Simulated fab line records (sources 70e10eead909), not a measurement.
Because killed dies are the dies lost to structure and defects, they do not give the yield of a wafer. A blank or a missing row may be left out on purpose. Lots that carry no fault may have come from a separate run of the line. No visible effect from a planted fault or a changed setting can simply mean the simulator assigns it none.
A single fault, viewed from 2 desks / flow nandHarc / each desk holds nothing but its own numbers, with what lay behind them at the end

== FOR THE TOOL OWNER'S DESK: pvdSputter-03 ==
The tool's own readings at NHARC_A_M0_PVD_21 (deposits Cu, target thk 30 nm, time 20.49 s): means of the sampled wafers that have a number, for each lot that ran on this tool. Any lot whose mean is over 4 standard deviations away from the usual mean is out of limits and marked OUT; that distance is given in the brackets.
Columns: A = throttleValvePct at NHARC_A_M0_PVD_21, usual 29.8 %
lot=L929; first seen here=day 23 07:31; A=30.1
lot=L931; first seen here=day 24 00:14; A=29.1
lot=L940; first seen here=day 28 00:25; A=28.2
lot=L945; first seen here=day 28 21:44; A=29.0
lot=L943; first seen here=day 29 05:41; A=29.3
lot=L946; first seen here=day 29 20:19; A=30.0
Finding of this desk: none of the 6 lots has anything out of limits.

== AT THE METROLOGY DESK ==
Lot by lot, what the gauges showed, no matter which tool ran the lot: averages of those sampled wafers that carry a number. Any lot whose mean is over 4 standard deviations away from the usual mean is out of limits and marked OUT; that distance is given in the brackets.
Columns: A = cdNm at NHARC_THIN_TSV_CD_MEAS_33, usual 5001.2 nm
lot=L929; first seen here=day 24 09:29; A=4999.2
lot=L932; first seen here=day 24 23:46; A=5001.2
lot=L931; first seen here=day 25 07:47; A=5002.2
lot=L935; first seen here=day 25 20:43; A=5001.2
lot=L937; first seen here=day 27 03:22; A=5003.3
lot=L940; first seen here=day 29 07:03; A=5000.0
lot=L945; first seen here=day 30 01:51; A=5001.0
lot=L943; first seen here=day 30 15:28; A=5000.8
lot=L946; first seen here=day 31 01:49; A=5004.1
lot=L949; first seen here=day 32 08:17; A=5000.4
lot=L950; first seen here=day 33 02:59; A=5000.6
lot=L951; first seen here=day 34 13:07; A=5002.1
Finding of this desk: none of the 12 lots has anything out of limits.

== BROUGHT TOGETHER ==
The tool owner's desk saw nothing out of limits.
The metrology desk saw nothing out of limits.

== WHAT THE SIMULATOR HAD INSERTED ==
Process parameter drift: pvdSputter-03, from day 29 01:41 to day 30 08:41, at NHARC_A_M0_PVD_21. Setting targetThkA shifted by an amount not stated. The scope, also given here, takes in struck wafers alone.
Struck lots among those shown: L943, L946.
